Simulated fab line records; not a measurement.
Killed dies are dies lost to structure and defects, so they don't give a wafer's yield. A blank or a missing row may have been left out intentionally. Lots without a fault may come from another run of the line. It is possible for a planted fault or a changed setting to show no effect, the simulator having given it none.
Which tool did it?	flow n5Finfet	33 wafers from 11 lots sampled at 5 of the route's 1938 steps

## WHAT EACH GAUGE READ, for each wafer
N5_BEOL_M13_INSPECT_55: inspects for defects (darkfield).
lot	measured	on	rawDefectCount
L108	day 12 03:12	defectInspect-02	163 111 92
L111	day 14 05:13	defectInspect-01	46 127 55
L110	day 14 09:42	defectInspect-01	81 46 75
L113	day 15 08:42	defectInspect-02	32 43 41
L112	day 15 09:03	defectInspect-01	31 35 44
L115	day 16 01:32	defectInspect-02	55 64 59
L120	day 16 22:48	defectInspect-02	71 53 98
L109	day 17 03:47	defectInspect-02	57 80 73
L123	day 17 11:45	defectInspect-02	43 45 56
L121	day 18 08:46	defectInspect-02	92 57 96
L129	day 18 21:40	defectInspect-02	100 73 92

## WHICH TOOL RAN EACH LOT (tool, then ch and the chambers of the sampled wafers, then the start)
lot	N5_BEOL_M13_DEGAS_41	N5_BEOL_M13_SPUTTER_43	N5_BEOL_M13_SPUTTER_44	N5_BEOL_M13_CMP_49
L108	pvdSputter-02, day 12 01:56	pvdSputter-02, day 12 02:01	pvdSputter-02, day 12 02:06	cmp-02 ch 0,2,3, day 12 02:50
L111	pvdSputter-02, day 14 03:47	pvdSputter-02, day 14 03:52	pvdSputter-02, day 14 03:56	cmp-03 ch 0,1, day 14 04:46
L110	pvdSputter-03, day 14 07:56	pvdSputter-03, day 14 08:01	pvdSputter-03, day 14 08:05	cmp-02 ch 0,1,3, day 14 09:22
L113	pvdSputter-03, day 15 07:26	pvdSputter-03, day 15 07:31	pvdSputter-03, day 15 07:36	cmp-02 ch 0,1,2, day 15 08:20
L112	pvdSputter-03, day 15 07:46	pvdSputter-03, day 15 07:50	pvdSputter-03, day 15 07:55	cmp-04 ch 2,3, day 15 08:34
L115	pvdSputter-02, day 16 00:16	pvdSputter-02, day 16 00:21	pvdSputter-02, day 16 00:26	cmp-04 ch 0,1,2, day 16 01:05
L120	pvdSputter-03, day 16 21:17	pvdSputter-03, day 16 21:22	pvdSputter-03, day 16 21:27	cmp-02 ch 1,2,3, day 16 22:23
L109	pvdSputter-02, day 17 02:30	pvdSputter-02, day 17 02:35	pvdSputter-02, day 17 02:40	cmp-04 ch 0,2, day 17 03:20
L123	pvdSputter-03, day 17 10:26	pvdSputter-03, day 17 10:31	pvdSputter-03, day 17 10:36	cmp-03 ch 2,3, day 17 11:16
L121	pvdSputter-03, day 18 07:31	pvdSputter-03, day 18 07:35	pvdSputter-03, day 18 07:40	cmp-04 ch 0,1, day 18 08:19
L129	pvdSputter-01, day 18 20:11	pvdSputter-01, day 18 20:16	pvdSputter-01, day 18 20:20	cmp-02 ch 1,2, day 18 21:16
- N5_BEOL_M13_DEGAS_41: time 60 s.
- N5_BEOL_M13_SPUTTER_43: material TaN, target thk 15 nm, time 24.19 s.
- N5_BEOL_M13_SPUTTER_44: material Ta, target thk 10 nm, time 16.13 s.
- N5_BEOL_M13_CMP_49: polishes, stops on SiOC, t overpolish 17.1 s, target thk 420 nm.

## AS READ BY THE TOOLS THEMSELVES (means over the sampled wafers that have a number; for cases with no such wafer, the mark the record gives instead)
N5_BEOL_M13_DEGAS_41.
lot	tool	heaterPowerW (W)
L108	pvdSputter-02	298
L111	pvdSputter-02	323
L110	pvdSputter-03	333
L113	pvdSputter-03	323
L112	pvdSputter-03	346
L115	pvdSputter-02	309
L120	pvdSputter-03	312
L109	pvdSputter-02	313
L123	pvdSputter-03	343
L121	pvdSputter-03	293
L129	pvdSputter-01	342

N5_BEOL_M13_SPUTTER_43.
lot	tool	biasV (V)	cathodeDcPowerW (W)	chamberPressurePa (Pa)	throttleValvePct (%)
L108	pvdSputter-02	167.7	14998	0.11972	29.7
L111	pvdSputter-02	165.8	14997	0.12028	30.5
L110	pvdSputter-03	169.0	15000	0.11981	30.2
L113	pvdSputter-03	167.5	15002	0.12006	30.1
L112	pvdSputter-03	170.6	15000	0.12003	30.2
L115	pvdSputter-02	168.6	15002	0.12003	30.2
L120	pvdSputter-03	167.9	15002	0.11989	30.3
L109	pvdSputter-02	168.8	14999	0.11986	30.0
L123	pvdSputter-03	169.9	13980	0.11992	29.6
L121	pvdSputter-03	167.4	13982	0.11992	30.6
L129	pvdSputter-01	169.9	15001	0.12022	30.5

N5_BEOL_M13_SPUTTER_44.
lot	tool	biasV (V)	cathodeDcPowerW (W)	chamberPressurePa (Pa)	throttleValvePct (%)
L108	pvdSputter-02	79.6	15001	0.07	29.6
L111	pvdSputter-02	79.8	15002	0.07	30.4
L110	pvdSputter-03	79.9	15001	0.07	30.3
L113	pvdSputter-03	79.4	15000	0.07	30.1
L112	pvdSputter-03	79.1	14998	0.07	30.0
L115	pvdSputter-02	79.8	15001	0.07	30.3
L120	pvdSputter-03	79.5	15000	0.07	30.1
L109	pvdSputter-02	79.8	15001	0.07	29.9
L123	pvdSputter-03	80.1	14999	0.07	29.8
L121	pvdSputter-03	80.5	14996	0.07	30.6
L129	pvdSputter-01	79.8	15000	0.07	30.3

N5_BEOL_M13_CMP_49.
lot	tool	barrierFieldEndpointS (s)	motorCurrentA (A)
L108	cmp-02	30.5	6.3
L111	cmp-03	30.3	6.2
L110	cmp-02	29.4	6.1
L113	cmp-02	30.3	6.3
L112	cmp-04	30.1	5.9
L115	cmp-04	30.7	5.7
L120	cmp-02	29.9	6.5
L109	cmp-04	30.9	5.4
L123	cmp-03	27.9	6.4
L121	cmp-04	30.6	5.8
L129	cmp-02	30.3	6.5

## THE ANSWER, worked out from the rows above alone
Rule: what is usual is taken from the lots themselves. Put in order of their means at a reading, lots are off if they are a third of the lots or fewer, leave a main group of 4 or more, and stand apart from it by a gap of 3 or more times the standard deviation of the main group's means; of several such gaps the widest counts. Not used: any main group whose means are identical at the precision the tables above print for the reading. A lot without any number at a reading at which 4 lots or more have one is off too. Any other lot the step has rows for is counted as sound. The gauges are gone through in route order, then the tools' own readings, and for those a lot's mean is taken as printed above. The first step at which some lot is off is used, and at that step the reading that is off furthest; a lot without a number counts as furthest.
Off: L123, L121, at N5_BEOL_M13_SPUTTER_43 (cathodeDcPowerW). Mean 15000 W and standard deviation 1.7 in the main group.
A tool fits if, at that step or a process step before it, it ran every lot that is off, and no sound lot after the first of them. One candidate fits, namely pvdSputter-03 at N5_BEOL_M13_DEGAS_41 and N5_BEOL_M13_SPUTTER_43. At N5_BEOL_M13_DEGAS_41 its last sound lot is L120 (day 16 21:17), its first lot that is off L123 (day 17 10:26): a fault that began between those two fits.

## WHAT THE SIMULATOR PUT IN
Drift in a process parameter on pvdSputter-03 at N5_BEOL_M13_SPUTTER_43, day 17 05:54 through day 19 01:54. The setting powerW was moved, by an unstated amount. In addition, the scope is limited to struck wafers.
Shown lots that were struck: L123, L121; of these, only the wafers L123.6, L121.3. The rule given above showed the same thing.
